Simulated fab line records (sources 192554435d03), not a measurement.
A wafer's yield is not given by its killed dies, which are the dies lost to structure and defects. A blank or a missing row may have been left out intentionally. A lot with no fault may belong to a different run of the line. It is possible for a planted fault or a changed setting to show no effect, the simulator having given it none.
What tool caused it?	flow n5_finfet	54 wafers from 18 lots sampled at 6 of the route's 1938 steps

WHAT EACH GAUGE READ, for each wafer
The record holds no reading of a measuring or inspecting step that can be judged against a usual standard deviation.

WHICH TOOL RAN EACH LOT (tool, then ch and the chambers of the sampled wafers, then the start)
lot	N5_MOL_CONTACT_COAG_CONTACT_ETCH_14	N5_MOL_CONTACT_COAG_DESCUM_88	N5_MOL_CONTACT_COAG_ETCH_90	N5_MOL_CONTACT_COAG_ALD_133	N5_MOL_CONTACT_COAG_ETCH_67	N5_BEOL_M0_SAQP_PECVD_00
L074	rie_diel-02 ch 0,1,2, day 4 16:46	rie_diel-02 ch 0,2,3, day 5 03:01	rie_diel-02 ch 0,2,3, day 5 03:04	ald_sin-03 ch 0,2, day 5 04:56	rie_diel-01 ch 1,2, day 5 05:08	pecvd-01 ch 0,1, day 5 09:46
L075	rie_diel-02 ch 0,1,2, day 4 22:18	rie_diel-01 ch 0,2,3, day 5 09:11	rie_diel-01 ch 0,2,3, day 5 09:15	ald_sin-03 ch 0,1,2, day 5 10:46	rie_diel-02 ch 0,1,2, day 5 11:02	pecvd-02 ch 0,1, day 5 15:39
L076	rie_diel-01 ch 1,2, day 5 04:29	rie_diel-02 ch 1,2,3, day 5 16:59	rie_diel-02 ch 1,2,3, day 5 17:02	ald_sin-03 ch 0,1,2, day 5 19:19	rie_diel-01 ch 0,3, day 5 19:43	pecvd-01 ch 0,2, day 6 00:19
L079	rie_diel-02 ch 0,2, day 6 06:00	rie_diel-04 ch 1,2, day 6 15:23	rie_diel-04 ch 1,2, day 6 15:26	ald_sin-02 ch 1,3, day 6 18:01	rie_diel-02 ch 1,2, day 6 18:14	pecvd-03 ch 0,2, day 6 22:51
L081	rie_diel-04 ch 0,2,3, day 6 12:43	rie_diel-01 ch 0,1,2, day 6 23:51	rie_diel-01 ch 0,1,2, day 6 23:54	ald_sin-02 ch 0,1, day 7 01:44	rie_diel-01 ch 1,2,3, day 7 01:58	pecvd-01 ch 0,2, day 7 06:35
L082	rie_diel-02 ch 1,2,3, day 6 17:55	rie_diel-04 ch 0,1, day 7 03:34	rie_diel-04 ch 0,1, day 7 03:37	ald_sin-02 ch 0,3, day 7 05:31	rie_diel-02 ch 0,3, day 7 05:43	pecvd-02 ch 0,1,2, day 7 10:20
L083	rie_diel-02 ch 1,2, day 7 00:31	rie_diel-04 ch 0,3, day 7 08:53	rie_diel-04 ch 0,3, day 7 08:56	ald_sin-02 ch 0,1,3, day 7 10:40	rie_diel-01 ch 0,1,3, day 7 10:53	pecvd-01 ch 0,1,2, day 7 15:29
L084	rie_diel-01 ch 1,2, day 7 09:47	rie_diel-04 ch 0,1,3, day 7 19:11	rie_diel-04 ch 0,1,3, day 7 19:14	ald_sin-03 ch 0,2,3, day 7 20:59	rie_diel-02 ch 1,2,3, day 7 21:12	pecvd-03 ch 0,1, day 8 01:51
L086	rie_diel-02 ch 0,2,3, day 7 17:08	rie_diel-02 ch 0,1,3, day 8 04:59	rie_diel-02 ch 0,1,3, day 8 05:03	ald_sin-04 ch 0,1,3, day 8 06:52	rie_diel-01 ch 0,2,3, day 8 07:05	pecvd-01 ch 0,1,2, day 8 11:43
L087	rie_diel-01 ch 0,3, day 7 22:16	rie_diel-02 ch 0,1,2, day 8 12:23	rie_diel-02 ch 0,1,2, day 8 12:26	ald_sin-03 ch 0,1,2, day 8 14:14	rie_diel-02 ch 0,1,2, day 8 14:27	pecvd-01 ch 0,1,2, day 8 19:23
L088	rie_diel-01 ch 0,2, day 8 06:03	rie_diel-04 ch 1,2, day 8 16:10	rie_diel-04 ch 1,2, day 8 16:13	ald_sin-02 ch 1,2,3, day 8 17:40	rie_diel-02 ch 0,2, day 8 17:53	pecvd-02 ch 0,1,2, day 8 22:29
L089	rie_diel-02 ch 0,2, day 8 13:12	rie_diel-01 ch 1,2, day 8 21:43	rie_diel-01 ch 1,2, day 8 21:46	ald_sin-03 ch 0,2, day 8 23:05	rie_diel-01 ch 0,1, day 8 23:19	pecvd-03 ch 0,2, day 9 03:56
L090	rie_diel-02 ch 0,1, day 8 15:49	rie_diel-04 ch 0,1,3, day 9 01:46	rie_diel-04 ch 0,1,3, day 9 01:50	ald_sin-02 ch 0,1,3, day 9 03:19	rie_diel-02 ch 0,2,3, day 9 03:32	pecvd-02 ch 1,2, day 9 08:08
L093	rie_diel-01 ch 1,2, day 9 10:05	rie_diel-04 ch 0,1,2, day 9 21:12	rie_diel-04 ch 0,1,2, day 9 21:15	ald_sin-02 ch 0,1,2, day 9 22:46	rie_diel-01 ch 1,2,3, day 9 22:59	pecvd-02 ch 0,2, day 10 03:47
L092	rie_diel-01 ch 1,3, day 9 15:32	rie_diel-02 ch 0,3, day 10 05:25	rie_diel-02 ch 0,3, day 10 05:28	ald_sin-04 ch 0,1,2, day 10 07:17	rie_diel-01 ch 0,1,3, day 10 07:29	pecvd-03 ch 0,1, day 10 15:00
L094	rie_diel-04 ch 0,1, day 9 16:35	rie_diel-02 ch 0,1,3, day 10 05:18	rie_diel-02 ch 0,1,3, day 10 05:22	ald_sin-03 ch 0,2, day 10 07:10	rie_diel-02 ch 0,1,3, day 10 07:23	pecvd-01 ch 0,1, day 10 12:00
L095	rie_diel-04 ch 0,2,3, day 10 00:18	rie_diel-02 ch 0,1, day 10 09:11	rie_diel-02 ch 0,1, day 10 09:14	ald_sin-04 ch 0,3, day 10 10:50	rie_diel-02 ch 1,2,3, day 10 11:02	pecvd-03 ch 0,1, day 10 18:01
L096	rie_diel-01 ch 0,3, day 10 06:26	rie_diel-01 ch 0,3, day 10 15:54	rie_diel-01 ch 0,3, day 10 15:57	ald_sin-03 ch 2,3, day 10 17:18	rie_diel-02 ch 1,3, day 10 17:45	pecvd-02 ch 1,2, day 10 22:22
- N5_MOL_CONTACT_COAG_CONTACT_ETCH_14: etches SiO2 in C4F6/O2, target depth 27.5 nm, overetch 8.5 nm, time 20 s.
- N5_MOL_CONTACT_COAG_DESCUM_88: chemistry O2, time 7 s.
- N5_MOL_CONTACT_COAG_ETCH_90: etches SiARC in CF4, target depth 13 nm, time 21.7 s.
- N5_MOL_CONTACT_COAG_ALD_133: deposits SiO2, target thk 5 nm, pulse time 1 s, co reactant pulse time 1 s.
- N5_MOL_CONTACT_COAG_ETCH_67: etches SOC in N2/H2, target depth 60 nm, overetch 21 nm, time 101.2 s.
- N5_BEOL_M0_SAQP_PECVD_00: deposits SiCN from 3MS/NH3, target thk 8 nm, time 14 s.

AS READ BY THE TOOLS THEMSELVES (means over the sampled wafers that have a number; for cases with no such wafer, the mark the record gives instead)
N5_MOL_CONTACT_COAG_CONTACT_ETCH_14.
lot	tool	bias_w (W)	drypump_motor_current_A (A)	oes_product_au (a.u.)	rf_fwd_power_W (W)	rf_vpp_V (V)	showerhead_plenum_p_Torr (Torr)	throttle_valve_pct (%)
L074	rie_diel-02	185.7	5.7	0.70	365.8	691	2.84	21.39
L075	rie_diel-02	185.8	5.7	0.70	365.7	691	2.84	21.37
L076	rie_diel-01	184.4	5.4	0.65	361.3	692	2.85	21.28
L079	rie_diel-02	185.6	5.5	0.72	365.9	691	2.85	21.44
L081	rie_diel-04	184.8	5.4	0.76	363.5	693	2.91	21.20
L082	rie_diel-02	183.9	5.9	0.70	365.3	693	2.88	21.26
L083	rie_diel-02	184.9	6.0	0.69	365.9	690	2.80	21.39
L084	rie_diel-01	184.8	5.2	0.61	362.5	690	2.78	21.40
L086	rie_diel-02	185.2	5.6	0.67	364.6	692	2.91	21.28
L087	rie_diel-01	184.9	6.2	0.70	366.9	690	2.81	21.25
L088	rie_diel-01	185.0	5.8	0.67	363.6	691	2.86	21.26
L089	rie_diel-02	185.3	5.4	0.65	365.1	690	2.85	21.45
L090	rie_diel-02	185.3	5.9	0.63	364.4	690	2.80	21.40
L093	rie_diel-01	185.5	5.4	0.69	361.4	695	2.95	21.23
L092	rie_diel-01	185.1	5.4	0.73	363.5	696	2.97	21.20
L094	rie_diel-04	184.3	5.6	0.67	364.1	689	2.78	21.29
L095	rie_diel-04	185.7	5.4	0.72	365.2	693	2.90	21.24
L096	rie_diel-01	185.2	6.2	0.68	366.8	690	2.80	21.29

N5_MOL_CONTACT_COAG_DESCUM_88.
lot	tool	drypump_motor_current_A (A)	oes_product_au (a.u.)	rf_fwd_power_W (W)	rf_vpp_V (V)	showerhead_plenum_p_Torr (Torr)	throttle_valve_pct (%)
L074	rie_diel-02	5.6	0.82	49.46	243.3	2.10	20.26
L075	rie_diel-01	6.0	0.84	49.53	242.2	2.06	20.33
L076	rie_diel-02	5.9	0.83	49.53	242.9	2.08	20.27
L079	rie_diel-04	4.9	0.86	49.54	243.5	2.09	20.23
L081	rie_diel-01	5.6	0.78	49.45	242.2	2.04	20.49
L082	rie_diel-04	5.6	0.81	49.32	242.3	2.02	20.36
L083	rie_diel-04	5.9	0.88	49.28	242.8	2.06	20.24
L084	rie_diel-04	5.7	0.84	49.33	242.6	2.06	20.34
L086	rie_diel-02	5.7	0.75	49.53	242.7	2.08	20.30
L087	rie_diel-02	5.7	0.78	49.52	242.9	2.02	20.39
L088	rie_diel-04	4.9	0.84	49.60	242.6	2.08	20.26
L089	rie_diel-01	5.2	0.89	49.11	244.7	2.20	20.46
L090	rie_diel-04	5.6	0.82	49.47	241.8	2.05	20.36
L093	rie_diel-04	5.4	0.82	49.50	242.8	2.05	20.29
L092	rie_diel-02	5.7	0.73	49.43	244.8	2.15	20.25
L094	rie_diel-02	5.7	0.73	49.71	242.6	2.08	20.33
L095	rie_diel-02	5.5	0.71	49.50	243.0	2.04	20.43
L096	rie_diel-01	6.2	0.78	49.72	243.0	2.02	20.41

N5_MOL_CONTACT_COAG_ETCH_90.
lot	tool	bias_w (W)	drypump_motor_current_A (A)	etch_rf_on_time_s (s)	oes_product_au (a.u.)	rf_fwd_power_W (W)	rf_vpp_V (V)	showerhead_plenum_p_Torr (Torr)	throttle_valve_pct (%)
L074	rie_diel-02	35.99	5.6	21.5	0.71	531.1	184.1	2.17	15.52
L075	rie_diel-01	36.04	6.0	21.6	0.71	533.0	183.2	2.12	15.51
L076	rie_diel-02	36.00	5.9	21.6	0.71	531.8	183.1	2.14	15.52
L079	rie_diel-04	35.94	4.9	21.7	0.74	532.4	183.5	2.14	15.38
L081	rie_diel-01	36.08	5.6	21.2	0.66	532.6	183.4	2.09	15.67
L082	rie_diel-04	35.88	5.6	21.7	0.69	530.6	184.5	2.08	15.57
L083	rie_diel-04	35.98	5.9	21.7	0.75	531.6	184.2	2.14	15.54
L084	rie_diel-04	35.96	5.7	21.6	0.71	532.4	184.3	2.12	15.56
L086	rie_diel-02	35.87	5.7	22.0	0.63	532.2	185.5	2.14	15.60
L087	rie_diel-02	35.97	5.7	21.8	0.67	532.4	183.8	2.10	15.73
L088	rie_diel-04	35.95	4.9	21.7	0.72	531.1	184.4	2.13	15.42
L089	rie_diel-01	35.90	5.2	21.6	0.76	530.5	185.2	2.23	15.45
L090	rie_diel-04	35.94	5.7	21.9	0.70	531.3	184.4	2.12	15.59
L093	rie_diel-04	35.92	5.4	21.9	0.70	532.6	183.2	2.11	15.52
L092	rie_diel-02	36.05	5.7	21.8	0.62	531.3	184.2	2.20	15.50
L094	rie_diel-02	35.93	5.7	21.9	0.62	533.1	184.1	2.14	15.63
L095	rie_diel-02	35.95	5.5	22.3	0.60	534.2	184.3	2.11	15.80
L096	rie_diel-01	35.92	6.2	22.1	0.65	532.8	183.6	2.07	15.61

N5_MOL_CONTACT_COAG_ALD_133.
lot	tool	heater_power_outer_w (W)	heater_power_w (W)	precursor_pulse_height_rel
L074	ald_sin-03	39	77	0.995
L075	ald_sin-03	40	79	0.990
L076	ald_sin-03	40	79	0.999
L079	ald_sin-02	45	84	0.991
L081	ald_sin-02	42	78	1.009
L082	ald_sin-02	39	75	0.999
L083	ald_sin-02	43	79	1.006
L084	ald_sin-03	43	82	1.016
L086	ald_sin-04	40	80	0.985
L087	ald_sin-03	40	78	0.999
L088	ald_sin-02	41	76	0.998
L089	ald_sin-03	40	76	0.993
L090	ald_sin-02	42	79	1.019
L093	ald_sin-02	41	76	0.985
L092	ald_sin-04	38	75	1.003
L094	ald_sin-03	40	77	1.004
L095	ald_sin-04	39	80	0.990
L096	ald_sin-03	46	86	1.009

N5_MOL_CONTACT_COAG_ETCH_67.
lot	tool	bias_w (W)	drypump_motor_current_A (A)	n2_flow_sccm (sccm)	oes_product_au (a.u.)	rf_fwd_power_W (W)	rf_vpp_V (V)	showerhead_plenum_p_Torr (Torr)	throttle_valve_pct (%)
L074	rie_diel-01	149.9	5.2	200.6	0.61	833.8	521.2	2.45	17.95
L075	rie_diel-02	150.1	5.7	200.0	0.68	836.2	522.0	2.50	17.92
L076	rie_diel-01	150.2	6.2	200.2	0.71	837.8	521.7	2.47	17.63
L079	rie_diel-02	150.0	6.0	200.0	0.68	835.2	521.4	2.45	17.88
L081	rie_diel-01	149.8	5.6	200.2	0.63	835.2	521.4	2.47	17.87
L082	rie_diel-02	149.7	5.7	200.8	0.63	840.0	526.0	2.62	17.66
L083	rie_diel-01	150.0	5.8	199.9	0.65	835.0	520.8	2.44	17.78
L084	rie_diel-02	149.9	5.9	200.7	0.67	834.8	523.2	2.53	17.81
L086	rie_diel-01	149.7	6.0	199.6	0.67	834.8	522.7	2.49	17.77
L087	rie_diel-02	150.3	5.7	200.1	0.65	837.6	522.8	2.48	17.96
L088	rie_diel-02	150.1	5.4	199.3	0.64	836.3	523.5	2.51	18.04
L089	rie_diel-01	150.3	5.5	200.8	0.76	834.6	527.4	2.62	17.64
L090	rie_diel-02	150.2	5.6	200.2	0.65	832.4	524.8	2.56	17.90
L093	rie_diel-01	150.2	5.6	199.9	0.68	832.0	525.3	2.57	17.78
L092	rie_diel-01	149.8	5.8	200.0	0.69	834.1	523.9	2.53	17.70
L094	rie_diel-02	150.2	5.7	199.6	0.61	838.4	524.3	2.53	17.78
L095	rie_diel-02	150.0	5.9	200.3	0.65	836.2	523.4	2.52	17.84
L096	rie_diel-02	149.6	6.0	200.1	0.63	836.6	525.7	2.57	17.63

N5_BEOL_M0_SAQP_PECVD_00.
lot	tool	rf_fwd_power_W (W)	showerhead_plenum_p_Torr (Torr)	showerhead_vpp_V (V)	throttle_valve_pct (%)
L074	pecvd-01	199.6	3.668	860	9.2
L075	pecvd-02	199.2	3.654	928	9.2
L076	pecvd-01	198.0	3.670	866	8.6
L079	pecvd-03	199.1	3.677	924	9.3
L081	pecvd-01	198.1	3.672	877	8.6
L082	pecvd-02	198.8	3.661	892	8.8
L083	pecvd-01	198.4	3.669	862	9.0
L084	pecvd-03	199.1	3.655	928	8.8
L086	pecvd-01	198.4	3.668	868	8.8
L087	pecvd-01	198.9	3.670	858	9.1
L088	pecvd-02	199.7	3.659	881	8.9
L089	pecvd-03	198.3	3.678	916	9.2
L090	pecvd-02	198.9	3.654	868	8.7
L093	pecvd-02	199.9	3.673	909	8.9
L092	pecvd-03	198.3	3.664	934	8.7
L094	pecvd-01	199.0	3.677	850	9.1
L095	pecvd-03	198.8	3.667	936	8.8
L096	pecvd-02	199.5	3.665	860	8.5

THE ANSWER, worked out from the rows above alone
Rule: what is usual is taken from the lots themselves. Put in order of their means at a reading, lots are off if they are a third of the lots or fewer, leave a main group of 4 or more, and stand apart from it by a gap of 3 or more times the standard deviation of the main group's means; of several such gaps the widest counts. The tables above print the reading to a certain number of digits; a main group whose means all agree to those digits is not used. Also off: a lot with no number at a reading for which 4 or more lots have one. Any other lot the step has rows for is counted as sound. After the gauges, taken in route order, come the tools' own readings; for these a lot's mean is taken, as printed above. The first step at which some lot is off is used, and at that step the reading that is off furthest; a lot without a number counts as furthest.
Across all readings shown, no lot is off: no conclusion can be drawn from this.

WHAT WAS PUT IN BY THE SIMULATOR
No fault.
